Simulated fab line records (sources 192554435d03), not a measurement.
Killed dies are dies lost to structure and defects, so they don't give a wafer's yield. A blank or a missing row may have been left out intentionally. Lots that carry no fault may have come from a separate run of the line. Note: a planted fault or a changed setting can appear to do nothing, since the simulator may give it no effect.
fab line records    flow n5_finfet
[record] lots = 10  wafers = 30  last_day = 17
route steps=1938 shown MIM_BOT@1833 MIM_TOP@1835 PASS1_CAP@1874 TV_OPEN@1888 PASSIVATION@1936
lots that met no fault: from a run of the same line without faults
start_h: hours from the record's first day to the start of the lot's first wafer shown    wait_h: hours since the lot's step before    " the same as in the row above    L1.1+2: one row covering several wafers at once    - value missing, or start not given    * or withheld: withheld    < > ~ a bound
route shown NAME@n: NAME is a module with steps in the file, n the number in the route of the first one    usual: mean/standard deviation taken from wafers without a fault    same: alike in all rows    chamber/n: place in a boat    sites: readings site by site    _std_site: the values' standard deviation    _edge_site: the outer-site mean with the inner-site mean subtracted    radius_mm: how far each site lies from the wafer's centre    mask NAME#n: copy n    behind: the last tool/chamber to shape the wafer    hold: why the lot went on hold/how many hours it stayed there/how the hold came to an end    device: the transistor (n, p or np) that didn't switch    end of line: at the end of the route, the tests of the same wafers    a step without rows: its recipe alone    killed: count of dies lost to structure and defects at first sort (not the wafer's yield)    map: shows each die of a wafer: x if killed, . if not, _ if none is there
set.NAME: the setting as run; set.NAME@STEP: as run at that earlier step    model.NAME: the simulator's own value behind a step, which no gauge read
steps of the route over a sample of lots; a table a step, a row a wafer
services: the hour from which a tool's chamber was out of use, counted from the record's first day as start_h (under 0 if before that day), plus the number of hours and why
[[steps]]
[step N5_MIM_BOT_SPUTTER_00]
[recipe] material = TiN  target_thk_a = 350  temp_c = 200  power_w = 3000  chamber_pressure_pa = 0.49996  gas = Ar  reactive_partial_pa = 0.37997  time_s = 89.7
[usual] throttle_valve_pct = 30.1/0.41
lot.wafer  tool            chamber  start_h  wait_h  throttle_valve_pct
L900.1     pvd_sputter-01  -        250.61   0.0     29.9
L900.3     "               -        "        "       29.5
L900.6     "               -        "        "       29.7
L901.1     pvd_sputter-03  -        253.59   0.0     30.0
L901.4     "               -        "        "       29.6
L901.5     "               -        "        "       30.8
L902.2     pvd_sputter-03  -        257.25   0.0     29.7
L902.3     "               -        "        "       30.6
L902.6     "               -        "        "       30.1
L903.3     pvd_sputter-02  -        275.12   0.0     30.0
L903.4     "               -        "        "       29.7
L903.6     "               -        "        "       30.6
L909.1     pvd_sputter-02  -        319.54   0.0     29.5
L909.2     "               -        "        "       30.3
L909.4     "               -        "        "       30.5
L911.2     pvd_sputter-02  -        325.35   0.0     29.4
L911.3     "               -        "        "       30.0
L911.4     "               -        "        "       30.6
L914.1     pvd_sputter-03  -        346.01   0.0     29.9
L914.3     "               -        "        "       30.4
L914.4     "               -        "        "       30.2
L916.2     pvd_sputter-01  -        362.81   0.0     30.9
L916.5     "               -        "        "       29.9
L916.6     "               -        "        "       29.6
L922.2     pvd_sputter-01  -        390.69   0.0     30.9
L922.4     "               -        "        "       29.9
L922.5     "               -        "        "       30.1
L919.3     pvd_sputter-01  -        391.31   0.0     30.2
L919.4     "               -        "        "       31.1
L919.6     "               -        "        "       29.8
[step N5_MIM_TOP_ALD_01]
[recipe] material = HfO2  target_thk_a = 56  temp_c = withheld  ald_precursor_family = Hf-amide  ald_co_reactant = O3  pulse_time_s = 1  purge_time_s = 3  co_reactant_purge_time_s = 2  co_reactant_pulse_time_s = 3  ald_cycles = 62
[usual] precursor_pulse_height_rel = 0.998/0.02
[same] pulse_time_s = 1
lot.wafer  tool       chamber  start_h  wait_h  precursor_pulse_height_rel
L900.1     ald_hk-03  1        -        -       1.008
L900.3     "          2        "        "       1.002
L900.6     "          2        "        "       0.988
L901.1     ald_hk-02  1        -        -       0.994
L901.4     "          2        "        "       0.991
L901.5     "          1        "        "       1.022
L902.2     ald_hk-02  0        -        -       0.993
L902.3     "          3        "        "       1.053
L902.6     "          3        "        "       0.988
L903.3     ald_hk-01  1        -        -       1.014
L903.4     "          2        "        "       0.994
L903.6     "          3        "        "       0.998
L909.1     ald_hk-03  3        -        -       0.994
L909.2     "          2        "        "       0.965
L909.4     "          0        "        "       0.986
L911.2     ald_hk-03  3        -        -       1.026
L911.3     "          1        "        "       1.017
L911.4     "          0        "        "       0.970
L914.1     ald_hk-01  3        -        -       0.990
L914.3     "          0        "        "       0.989
L914.4     "          2        "        "       0.979
L916.2     ald_hk-02  3        -        -       1.001
L916.5     "          2        "        "       0.956
L916.6     "          3        "        "       1.009
L922.2     ald_hk-02  3        -        -       1.004
L922.4     "          0        "        "       0.994
L922.5     "          3        "        "       1.001
L919.3     ald_hk-01  2        -        -       0.995
L919.4     "          1        "        "       1.005
L919.6     "          2        "        "       0.997
[step N5_PASSIVATION_PECVD_01]
[recipe] material = SiNx  target_thk_a = 2000  temp_c = 400  precursor = SiH4/NH3/N2  pressure_torr = 4.9  rf_w = 1406  time_s = 43.2
[usual] heater_power_w = 457/93  showerhead_plenum_p_Torr = 8.67/0.059  throttle_valve_pct = 28.8/1.1
lot.wafer  tool      chamber  start_h  wait_h  heater_power_w  showerhead_plenum_p_Torr  throttle_valve_pct
L900.1     pecvd-01  0        255.97   0.0     526             8.68                      28.8
L900.3     "         2        "        "       472             8.68                      26.9
L900.6     "         0        "        "       359             8.67                      29.0
L901.1     pecvd-01  2        256.98   0.0     489             8.68                      27.1
L901.4     "         0        "        "       410             8.68                      29.1
L901.5     "         1        "        "       531             8.65                      29.1
L902.2     pecvd-03  1        260.34   0.0     300             8.71                      29.0
L902.3     "         2        "        "       489             8.79                      28.7
L902.6     "         1        "        "       324             8.72                      28.9
L903.3     pecvd-04  0        278.74   0.0     659             8.71                      29.1
L903.4     "         2        "        "       456             8.66                      26.3
L903.6     "         0        "        "       682             8.70                      29.0
L909.1     pecvd-04  2        323.99   0.0     528             8.71                      26.7
L909.2     "         1        "        "       410             8.62                      29.8
L909.4     "         0        "        "       554             8.72                      29.3
L911.2     pecvd-01  1        328.56   0.0     468             8.64                      29.3
L911.3     "         2        "        "       498             8.64                      27.1
L911.4     "         1        "        "       472             8.66                      29.0
L914.1     pecvd-04  2        348.91   0.0     546             8.70                      26.6
L914.3     "         0        "        "       714             8.71                      29.4
L914.4     "         0        "        "       726             8.74                      29.4
L916.2     pecvd-01  1        365.89   0.0     410             8.65                      29.2
L916.5     "         1        "        "       418             8.63                      29.0
L916.6     "         0        "        "       475             8.66                      29.0
L922.2     pecvd-03  1        394.09   0.0     376             8.69                      29.0
L922.4     "         1        "        "       393             8.71                      29.0
L922.5     "         0        "        "       393             8.60                      30.3
L919.3     pecvd-04  2        395.12   0.0     485             8.69                      26.5
L919.4     "         0        "        "       727             8.71                      29.6
L919.6     "         1        "        "       396             8.57                      29.9
[step N5_PASSIVATION_VIA_ETCH_13]
[recipe] chemistry = CHF3/O2  target = SiO2  target_depth_a = 6600  CHF3_flow_sccm = 50  O2_flow_sccm = 5  Ar_flow_sccm = 200  time_s = 330  mask_material = PR  pressure_mtorr = 30  source_w = 650  bias_w = 170  ion_energy_ev = 200  ends = cleared
[usual] CHF3_flow_sccm = 50.01/0.14  O2_flow_sccm = 5.000/0.014  bias_w = 170.0/0.5  drypump_motor_current_A = 5.7/0.4  etch_rf_on_time_s = 235/4.2  oes_ar_750_au = 0.80/0.075  oes_product_au = 0.72/0.07  rf_vpp_V = 522/5.2  showerhead_plenum_p_Torr = 2.40/0.049  throttle_valve_pct = 18.84/0.28
lot.wafer  tool         chamber  start_h  wait_h  CHF3_flow_sccm  O2_flow_sccm  bias_w  drypump_motor_current_A  etch_rf_on_time_s  oes_ar_750_au  oes_product_au  rf_hours_counter_h  rf_vpp_V  showerhead_plenum_p_Torr  throttle_valve_pct
L900.1     rie_diel-01  0        257.02   0.0     50.14           4.971         170.3   5.6                      230                0.75           0.67            159                 521       2.41                      18.91
L900.3     "            2        "        "       50.07           5.004         170.3   5.7                      231                0.81           0.73            78                  527       2.34                      18.56
L900.6     "            2        "        "       49.84           4.999         170.5   5.7                      230                0.80           0.74            -                   527       2.34                      18.57
L901.1     rie_diel-01  2        257.88   0.0     49.93           4.982         170.8   5.7                      227                0.81           0.73            79                  528       2.34                      18.58
L901.4     "            3        "        "       50.23           5.011         170.0   5.1                      232                0.95           0.85            20                  525       2.46                      18.61
L901.5     "            2        "        "       49.94           4.967         170.4   5.7                      234                0.81           0.74            -                   527       2.34                      18.57
L902.2     rie_diel-01  1        261.44   0.0     50.13           5.006         170.1   5.7                      233                0.81           0.74            102                 532       2.43                      18.86
L902.3     "            3        "        "       50.01           5.015         170.0   5.2                      231                0.94           0.84            21                  524       2.46                      18.61
L902.6     "            3        "        "       50.17           5.006         170.2   5.1                      232                0.94           0.85            -                   526       2.46                      18.62
L903.3     rie_diel-01  2        280.38   0.0     49.99           5.019         169.6   5.7                      234                0.79           0.73            88                  528       2.33                      18.58
L903.4     "            3        "        "       49.92           5.015         169.8   5.2                      237                0.92           0.82            29                  523       2.46                      18.62
L903.6     "            3        "        "       49.87           4.985         170.1   5.1                      235                0.92           0.83            -                   524       2.46                      18.60
L909.1     rie_diel-01  0        325.10   0.0     50.13           5.010         169.6   5.6                      237                0.73           0.66            185                 521       2.40                      18.96
L909.2     "            3        "        "       50.11           4.999         169.9   5.2                      229                0.89           0.81            46                  525       2.45                      18.62
L909.4     "            1        "        "       49.85           5.013         171.2   5.7                      145                0.79           0.99            123                 532       2.43                      18.96
L911.2     rie_diel-01  1        329.17   0.0     50.22           4.996         169.9   5.7                      231                0.78           0.72            125                 531       2.42                      18.88
L911.3     "            2        "        "       49.92           4.992         169.9   5.7                      138                0.78           0.99            108                 527       2.32                      18.67
L911.4     "            3        "        "       49.92           5.010         170.5   5.2                      140                0.89           1.11            48                  525       2.45                      18.70
L914.1     rie_diel-05  3        350.21   0.0     50.03           5.006         169.8   5.4                      237                0.72           0.64            212                 517       2.38                      19.44
L914.3     "            0        "        "       50.07           4.994         170.1   5.7                      231                0.92           0.85            15                  515       2.37                      18.87
L914.4     "            1        "        "       50.10           5.009         169.9   6.3                      240                0.77           0.69            135                 523       2.41                      19.21
L916.2     rie_diel-05  2        366.80   0.0     49.83           5.006         170.2   5.0                      226                0.83           0.75            70                  513       2.45                      18.40
L916.5     "            2        "        "       49.89           5.024         169.6   5.0                      233                0.83           0.75            -                   512       2.45                      18.40
L916.6     "            3        "        "       50.27           5.006         169.5   5.4                      236                0.72           0.64            -                   518       2.38                      19.43
L922.2     rie_diel-01  0        395.19   0.0     50.26           5.011         170.3   5.6                      235                0.72           0.64            204                 520       2.40                      18.99
L922.4     "            3        "        "       49.89           5.005         169.4   5.2                      235                0.86           0.77            -                   523       2.44                      18.68
L922.5     "            0        "        "       50.07           5.017         170.4   5.6                      235                0.72           0.64            -                   521       2.40                      18.99
L919.3     rie_diel-05  3        395.91   0.0     49.89           5.011         169.7   5.4                      241                0.72           0.64            218                 518       2.38                      19.44
L919.4     "            0        "        "       50.02           4.998         170.5   5.7                      240                0.89           0.80            30                  516       2.36                      18.90
L919.6     "            3        "        "       50.11           4.981         170.0   5.4                      243                0.72           0.64            -                   519       2.38                      19.43
[step N5_PASSIVATION_PROBE_49]
[usual] defect_limited_yield = 91.3/1.3  killed_at_M0_to_M3 = 33/8.9  killed_at_M4_up = 15/5.4  killed_at_contacts = 13/5.8  killed_at_front_end = 39/9.9  killed_at_other = 3.2/2.9  killed_dies = 102/15  killed_open = 68/12  killed_short = 34/7.6  sort_bin_4_leakage = 0.00/0.007  sort_bin_5_function = 5.1/0.89  sort_bin_6_memory = 3.2/0.63  sort_n_pass = 1078/15  sort_yield_pct = 91.3/1.3
[same] gross_dies = 1180  killed_at_back_side = 0  sort_bin_8_speed[%] = 0
lot.wafer  tool       chamber  start_h  wait_h  defect_limited_yield[%]  killed_at_M0_to_M3  killed_at_M4_up  killed_at_contacts  killed_at_front_end  killed_at_other  killed_dies  killed_open  killed_short  sort_bin_4_leakage[%]  sort_bin_5_function[%]  sort_bin_6_memory[%]  sort_n_pass  sort_yield_pct[%]
L900.1     prober-01  -        263.01   0.0     90.9                     24                  24               14                  41                   4                107          79           28            0                      5.0                     3.7                   1073         90.9
L900.3     prober-01  -        263.11   0.1     92.7                     27                  12               11                  33                   3                86           56           30            0                      3.9                     3.3                   1094         92.7
L900.6     prober-01  -        263.26   0.3     92.0                     45                  11               9                   21                   8                94           59           34            0                      5.2                     2.2                   1086         92.0
L909.1     prober-01  -        331.56   0.0     89.7                     31                  14               13                  59                   5                122          86           36            0                      6.7                     3.1                   1058         89.7
L909.2     prober-01  -        331.61   0.1     92.2                     26                  21               3                   40                   2                92           54           38            0                      4.0                     3.5                   1088         92.2
L909.4     prober-01  -        331.71   0.2     90.2                     39                  18               13                  45                   1                116          82           34            0                      5.5                     4.1                   1064         90.2
L916.2     prober-02  -        374.12   0.1     91.8                     30                  16               13                  35                   3                97           63           33            0                      5.1                     3.1                   1083         91.8
L916.5     prober-02  -        374.27   0.2     91.7                     20                  13               16                  44                   5                98           69           28            0                      5.3                     2.7                   1082         91.7
L916.6     prober-02  -        374.32   0.3     90.6                     28                  14               18                  46                   5                111          76           32            0                      5.0                     4.1                   1069         90.6
L919.3     prober-01  -        402.58   0.1     92.1                     15                  12               21                  41                   4                93           59           33            0                      4.8                     2.6                   1087         92.1
L919.4     prober-01  -        402.63   0.2     90.3                     41                  12               16                  41                   5                115          77           37            0                      5.9                     3.3                   1065         90.3
L919.6     prober-01  -        402.73   0.3     91.4                     27                  11               22                  37                   4                101          78           21            0                      4.8                     3.4                   1079         91.4
// killed by level:class
L900.1 BEOL_M0_SAQP:geometric_particle:open=9 FIN_SAQP:geometric_particle:open=8 MOL_CONTACT_COAG:geometric_particle:open=8 BEOL_M4:geometric_particle:open=8 STARTING-WAFER:geometric_particle:open=7 MOL_CONTACT_COAG:geometric_particle:short=6 STI_FIN_REVEAL:geometric_particle:open=5 BEOL_M5:geometric_particle:open=5
L900.3 BEOL_M0_SAQP:geometric_particle:open=12 MOL_CONTACT_COAG:geometric_particle:open=9 BEOL_M0_SAQP:geometric_particle:short=8 FIN_SAQP:geometric_particle:short=7 STI_FIN_REVEAL:geometric_particle:open=5 DUMMY_GATE:geometric_particle:open=5 FIN_SAQP:geometric_particle:open=4 BEOL_M3:geometric_particle:open=4
L900.6 BEOL_M0_SAQP:geometric_particle:short=10 BEOL_M0_SAQP:geometric_particle:open=9 MOL_CONTACT_COAG:geometric_particle:open=8 BEOL_M3:geometric_particle:open=8 BEOL_M1:geometric_particle:open=6 BEOL_M3:geometric_particle:short=6 PASS1_CAP:geometric_particle:open=5 STARTING-WAFER:geometric_particle:open=5
L909.1 STI_FIN_REVEAL:geometric_particle:open=15 MOL_CONTACT_COAG:geometric_particle:open=11 FIN_SAQP:geometric_particle:short=10 FIN_SAQP:geometric_particle:open=9 DUMMY_GATE:geometric_particle:open=9 BEOL_M2:geometric_particle:open=8 BEOL_M4:geometric_particle:open=8 BEOL_M3:geometric_particle:open=5
L909.2 BEOL_M4:geometric_particle:open=7 DUMMY_GATE:geometric_particle:open=6 BEOL_M0:geometric_particle:open=6 FIN_SAQP:geometric_particle:short=5 STI_FIN_REVEAL:geometric_particle:open=5 GATE_CUT:geometric_particle:short=5 FIN_SAQP:geometric_particle:open=4 FIN_CUT:geometric_particle:short=4
L909.4 BEOL_M3:geometric_particle:open=13 STI_FIN_REVEAL:geometric_particle:open=9 FIN_SAQP:geometric_particle:short=8 MOL_CONTACT_COAG:geometric_particle:open=8 BEOL_M4:geometric_particle:open=8 FIN_SAQP:geometric_particle:open=6 GATE_CUT:geometric_particle:short=5 MOL_CONTACT_COAG:geometric_particle:short=5
L916.2 MOL_CONTACT_COAG:geometric_particle:open=9 BEOL_M0_SAQP:geometric_particle:short=9 STI_FIN_REVEAL:geometric_particle:open=8 BEOL_M4:geometric_particle:open=8 BEOL_M3:geometric_particle:open=8 DUMMY_GATE:geometric_particle:open=7 FIN_SAQP:geometric_particle:short=5 MOL_CONTACT_COAG:geometric_particle:short=4
L916.5 STI_FIN_REVEAL:geometric_particle:open=14 MOL_CONTACT_COAG:geometric_particle:open=13 FIN_SAQP:geometric_particle:open=10 BEOL_M4:geometric_particle:open=8 STI_FIN_REVEAL:geometric_particle:short=6 BEOL_M3:geometric_particle:open=5 FIN_SAQP:geometric_particle:short=4 BEOL_M0_SAQP:geometric_particle:short=4
L916.6 STI_FIN_REVEAL:geometric_particle:open=16 MOL_CONTACT_COAG:geometric_particle:open=13 BEOL_M0_SAQP:geometric_particle:open=9 DUMMY_GATE:geometric_particle:open=7 BEOL_M0_SAQP:geometric_particle:short=6 STARTING-WAFER:geometric_particle:open=5 MOL_CONTACT_COAG:geometric_particle:short=5 BEOL_M3:geometric_particle:open=5
L919.3 MOL_CONTACT_COAG:geometric_particle:open=18 FIN_SAQP:geometric_particle:open=13 FIN_SAQP:geometric_particle:short=6 STI_FIN_REVEAL:geometric_particle:open=6 BEOL_M4:geometric_particle:open=6 BEOL_M2:geometric_particle:open=4 BEOL_M4:geometric_particle:short=4 GATE_CUT:geometric_particle:short=3
L919.4 MOL_CONTACT_COAG:geometric_particle:open=15 BEOL_M2:geometric_particle:open=13 BEOL_M0_SAQP:geometric_particle:short=10 FIN_SAQP:geometric_particle:open=8 STI_FIN_REVEAL:geometric_particle:open=8 FIN_SAQP:geometric_particle:short=7 DUMMY_GATE:geometric_particle:open=7 BEOL_M0_SAQP:geometric_particle:open=7
L919.6 MOL_CONTACT_COAG:geometric_particle:open=22 FIN_SAQP:geometric_particle:open=11 BEOL_M4:geometric_particle:open=7 STI_FIN_REVEAL:geometric_particle:open=6 BEOL_M0_SAQP:geometric_particle:open=6 STARTING-WAFER:geometric_particle:open=5 BEOL_M0:geometric_particle:open=4 BEOL_M3:geometric_particle:open=4
[[services]]
tool            chamber  start_h  hours  kind
rie_diel-01     -        232.90   2.8    pm
ald_hk-03       -        235.94   8.7    pm
rie_diel-05     -        255.94   4.4    repair
rie_diel-05     0        261.54   -      clean
rie_diel-05     0        261.54   -      consumable_replace:focus_ring
rie_diel-05     0        261.54   20.1   scheduled_down
rie_diel-05     0        261.54   20.1   vent_cycle
rie_diel-05     -        265.35   34.4   repair
pecvd-03        1        272.89   2.1    scheduled_down
pecvd-01        1        274.01   5.5    scheduled_down
ald_hk-01       -        280.37   14.6   pm
ald_hk-01       -        296.56   1.8    repair
ald_hk-01       -        301.82   8.7    pm
pecvd-01        -        330.40   2.8    pm
pecvd-03        -        331.52   6.0    pm
pvd_sputter-03  -        338.38   2.8    repair
rie_diel-05     3        353.07   7.0    repair
pecvd-01        -        374.46   1.6    repair
ald_hk-03       -        383.64   0.4    repair
pecvd-04        -        395.56   0.6    repair
[[key]]
[first_sign] step = N5_PASSIVATION_VIA_ETCH_13  reading = etch_rf_on_time_s  direction = down  sigmas = 23  usual = *  struck = *
[effect] step = N5_PASSIVATION_VIA_ETCH_13  reading = oes_product_au  direction = up  sigmas = 4.4  usual = 0.72  struck = 1.03
met_at N5_PASSIVATION_VIA_ETCH_13
struck_lots L909,L911
struck_wafers L909.4,L911.3,L911.4
not_acting_at N5_MIM_BOT_SPUTTER_00,N5_MIM_TOP_ALD_01,N5_PASSIVATION_PECVD_01
onset_between 280.38 325.10
[fault] kind = process_parameter_drift  tool = rie_diel-01  chamber = -  onset_h = 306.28  steps = N5_PASSIVATION_VIA_ETCH_13  channel = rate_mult  offset = 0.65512  shape = step  end_h = 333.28  scope = struck_wafers_only
